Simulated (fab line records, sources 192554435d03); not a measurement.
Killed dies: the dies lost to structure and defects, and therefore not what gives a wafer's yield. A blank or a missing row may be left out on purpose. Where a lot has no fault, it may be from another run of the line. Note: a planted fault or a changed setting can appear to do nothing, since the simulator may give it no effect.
The tool behind it: which one? / flow n5-finfet / route of 1938 steps, sampled at 1 step: 11 lots, 33 wafers

WHAT THE GAUGES SHOWED, per wafer
N5_BEOL_M11_CD_MEAS_35: target cd 70 nm.
lot=L262; measured=day 9 22:13; on=cd-sem-02; cd-nm (nm)=69.3 70.2 69.4
lot=L266; measured=day 11 00:13; on=cd-sem-01; cd-nm (nm)=70.3 70.3 69.8
lot=L265; measured=day 11 00:41; on=cd-sem-02; cd-nm (nm)=70.8 70.2 69.7
lot=L275; measured=day 13 13:21; on=cd-sem-02; cd-nm (nm)=69.0 69.5 69.4
lot=L277; measured=day 13 22:28; on=cd-sem-03; cd-nm (nm)=68.2 71.5 69.3
lot=L274; measured=day 13 22:57; on=cd-sem-01; cd-nm (nm)=70.4 68.9 71.3
lot=L278; measured=day 14 16:03; on=cd-sem-03; cd-nm (nm)=70.3 70.1 69.6
lot=L279; measured=day 15 03:52; on=cd-sem-01; cd-nm (nm)=68.9 69.7 69.7
lot=L281; measured=day 15 06:08; on=cd-sem-01; cd-nm (nm)=68.4 69.7 69.7
lot=L284; measured=day 15 20:19; on=cd-sem-02; cd-nm (nm)=70.5 70.0 69.9
lot=L285; measured=day 16 05:38; on=cd-sem-02; cd-nm (nm)=69.9 69.6 70.3

EACH LOT AND THE TOOL THAT RAN IT (in order: tool; ch and the chambers of the sampled wafers; start)
No process step before these readings appears in the record.

AS READ BY THE TOOLS THEMSELVES (means over the sampled wafers that have a number; for cases with no such wafer, the mark the record gives instead)
The record holds no such reading with a usual standard deviation.

THE ANSWER, worked out from the rows above alone
Rule: usual is defined by the lots themselves. The widest of any qualifying gaps counts: lots, ordered by their means at a reading, are off when they make up no more than a third of the lots, leave a main group of 4 or more, and stand apart from it by 3 or more times the standard deviation of that group's means. A main group whose means are all the same, to the digits that the tables above print for the reading, isn't used. A lot without any number at a reading at which 4 lots or more have one is off too. Any other lot the step has rows for is counted as sound. Order of review: gauges by route order, followed by the tools' own readings, for which a lot's mean as printed above is used. The first step at which some lot is off is used, and at that step the reading that is off furthest; a lot without a number counts as furthest.
No lot is off at any reading shown: from this, nothing can be told.

WHAT HAD BEEN PUT IN BY THE SIMULATOR
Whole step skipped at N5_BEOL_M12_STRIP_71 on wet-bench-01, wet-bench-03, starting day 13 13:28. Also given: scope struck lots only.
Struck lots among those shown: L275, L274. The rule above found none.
